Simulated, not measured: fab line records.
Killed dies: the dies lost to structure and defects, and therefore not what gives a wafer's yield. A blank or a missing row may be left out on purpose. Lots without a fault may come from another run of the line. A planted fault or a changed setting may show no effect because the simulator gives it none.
Chamber matching    flow nand-harc    rie-diel-05 running NHARC_P_GATE_DESCUM_61: 4 sister chambers
The step chemistry O2, time 3 s. 16 wafers are shown with their chamber, then 8 later ones without.

WAFERS PAIRED WITH THEIR CHAMBERS
wafer   chamber  drypump-motor-current-A (A)  oes-product-au (a.u.)  rf-vpp-V (V)
L934.3  3        4.8                          0.997                  58.4
L934.5  1        6.5                          1.012                  58.2
L934.6  0        5.3                          1.007                  57.5
L935.1  3        4.8                          0.994                  56.3
L935.4  0        5.3                          1.003                  56.1
L935.6  1        6.5                          1.019                  57.7
L936.1  1        6.4                          1.003                  55.9
L936.4  0        5.3                          0.985                  57.2
L936.5  0        5.3                          0.989                  56.5
L941.1  0        5.3                          1.005                  55.9
L941.2  2        5.2                          1.013                  56.1
L941.5  3        4.8                          0.992                  57.0
L943.4  3        4.8                          0.988                  58.7
L943.5  0        5.3                          0.998                  56.6
L943.6  1        6.5                          1.012                  58.4
L952.4  1        6.4                          1.007                  57.8

SIGNATURES (means of the wafers above)
reading                  chamber 0  chamber 1  chamber 2  chamber 3  scatter within a chamber
drypump-motor-current-A  5.300      6.460      5.200      4.800      0.0316
oes-product-au           0.99783    1.01060    1.01300    0.99275    0.00703
rf-vpp-V                 56.633     57.600     56.100     57.600     0.902
Rule: distance of a wafer from a chamber = root of the sum over the readings of ((wafer's reading minus chamber's mean) / reading's scatter) squared. If the next closest chamber is less than 2 further off than the closest, the wafer can't be placed; otherwise it belongs to the closest. How the scatter is found: for the shown wafers, subtract from each reading the mean of its chamber, square and add these, divide the total by (wafers less chambers), then take the root.

WAFERS WITHOUT THEIR CHAMBER
wafer   drypump-motor-current-A (A)  oes-product-au (a.u.)  rf-vpp-V (V)
L952.5  5.2                          1.011                  58.6
L952.6  6.4                          1.019                  57.4
L953.1  5.3                          0.999                  57.8
L953.2  4.9                          1.003                  57.9
L953.4  6.4                          1.007                  56.4
L954.3  6.4                          1.007                  57.5
L954.4  5.2                          1.006                  57.9
L954.5  5.3                          0.997                  56.2

CHAMBER TAKEN BY EACH
wafer   from the rows above      in truth
L952.5  can't be placed: 2 or 0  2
L952.6  1                        1
L953.1  0                        0
L953.2  3                        3
L953.4  1                        1
L954.3  1                        1
L954.4  can't be placed: 2 or 0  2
L954.5  0                        0
6 of 8 placed correctly. Cannot be placed on the basis of these rows: 2; the candidates contain the true chamber in 2. Placed wrongly: 0.
